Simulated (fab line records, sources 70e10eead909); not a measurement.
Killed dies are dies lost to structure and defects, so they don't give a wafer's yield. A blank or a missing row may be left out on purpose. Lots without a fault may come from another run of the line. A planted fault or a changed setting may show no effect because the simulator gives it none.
A struck lot beside a sound one | flow nand_harc | 19 steps out of a route of 1302
Sound: wafers L254.1, L254.4, L254.6. Struck: wafers L258.1, L258.3, L258.6. The cause comes at the end.
At each step with rows: each side's tool, then ch and its chambers, then its first start. Under that, the readings that differ: sound wafers | struck wafers | difference of the means | sigmas: that difference in standard deviations of wafers without a fault.
alike: readings whose means differ by less than 2 such deviations, and words and numbers that are the same on both sides. not compared: withheld readings, readings that some wafer has no value for, bounds like >300 that may hide the same value, and numbers for which the record gives no deviation and whose values overlap.
The two part at a step that has a row with sigmas, a row that says differs or no value, or rows on one side only. Numbers that don't overlap but have no deviation are shown without sigmas and don't part them. A reading that every wafer of one side lacks parts them only if that side has two wafers or more.

NHARC_P_GATE_ALD_36: deposits SiNx, target thk 20 nm, pulse time 60 s, ald cycles 223.
  sound on ald_sin-02 ch 1,2,3, day 5 13:26; struck on ald_sin-03 ch 0,3, day 7 11:14
  alike: heater_power_w, precursor_pulse_height_rel
NHARC_P_GATE_ETCHBACK_37: etches the open film in CHF3/O2, target depth 34.5 nm, time 17.2 s.
  sound on rie_diel-11 ch 0,2,3; struck on rie_diel-08 ch 0,2,3
  alike: bias_w, drypump_motor_current_A, o2_flow_sccm, oes_product_au, rf_vpp_V, showerhead_plenum_p_Torr, throttle_valve_pct
  not compared: rf_hours_counter_h
NHARC_P_GATE_STRIP_101: strips in O2, time 20 s.
  sound on rie_diel-11 ch 0,1,3, day 5 20:57; struck on rie_diel-08 ch 1,2,3, day 7 20:54
  alike: drypump_motor_current_A, o2_flow_sccm, oes_product_au, rf_vpp_V, showerhead_plenum_p_Torr, throttle_valve_pct
  not compared: rf_hours_counter_h
then, 9 steps without rows for these wafers: NHARC_P_GATE_PRECLEAN_97 (cleans in SPM, time 600 s); NHARC_P_GATE_SRD_98; NHARC_P_GATE_PRECLEAN_99 (cleans in SC1); NHARC_P_GATE_SRD_100; NHARC_P_GATE_DEHYDRATE_38 (time 120 s); NHARC_P_GATE_HMDS_39 (time 30 s); NHARC_P_GATE_COAT_40; NHARC_P_GATE_SOFTBAKE_41 (time 95 s); NHARC_P_GATE_EBR_42.
NHARC_P_GATE_EXPOSE_43: exposes mask P NSD, target cd 720 nm.
  sound on krf_scanner-01 ch 0, day 5 21:43; struck on krf_scanner-01 ch 0, day 7 21:40
  reading | sound                   | struck                           | difference | sigmas
  mask    | P_NSD#0 P_NSD#0 P_NSD#0 | P_NSD_R1#0 P_NSD_R1#0 P_NSD_R1#0 | differs    |
then, 2 steps without rows for these wafers: NHARC_P_GATE_PEB_44 (peb time 85 s); NHARC_P_GATE_DEVELOP_45 (time 70 s).
NHARC_P_GATE_CD_MEAS_46: target cd 720 nm.
  sound on cd_sem-01 ch 0, day 5 21:52; struck on cd_sem-02 ch 0, day 7 21:49
  reading    | sound       | struck      | difference | sigmas
  cd_nm (nm) | 721 724 723 | 702 697 701 | -23        | -7
then, 1 step without rows for these wafers: NHARC_P_GATE_HARDBAKE_47 (time 80 s).
NHARC_P_GATE_DESCUM_48: chemistry O2, time 3 s.
  sound on rie_diel-08 ch 0,3, day 5 22:02; struck on rie_diel-11 ch 0,1, day 7 21:59
  reading                 | sound             | struck            | difference | sigmas
  model.P_GATE.cd_nm (nm) | 720.9 724.5 723.4 | 701.5 697.1 700.9 | -23.1      |
  alike: drypump_motor_current_A, o2_flow_sccm, oes_product_au, rf_vpp_V, showerhead_plenum_p_Torr, throttle_valve_pct
  not compared: rf_hours_counter_h
then, 1 step without rows for these wafers: NHARC_P_GATE_IMPLANT_49.

WHERE THEY PART
First at NHARC_P_GATE_EXPOSE_43; last, within this record, at NHARC_P_GATE_CD_MEAS_46. Later steps at which nothing parts them and some readings are alike: NHARC_P_GATE_DESCUM_48.

WHY: what the simulator had put in
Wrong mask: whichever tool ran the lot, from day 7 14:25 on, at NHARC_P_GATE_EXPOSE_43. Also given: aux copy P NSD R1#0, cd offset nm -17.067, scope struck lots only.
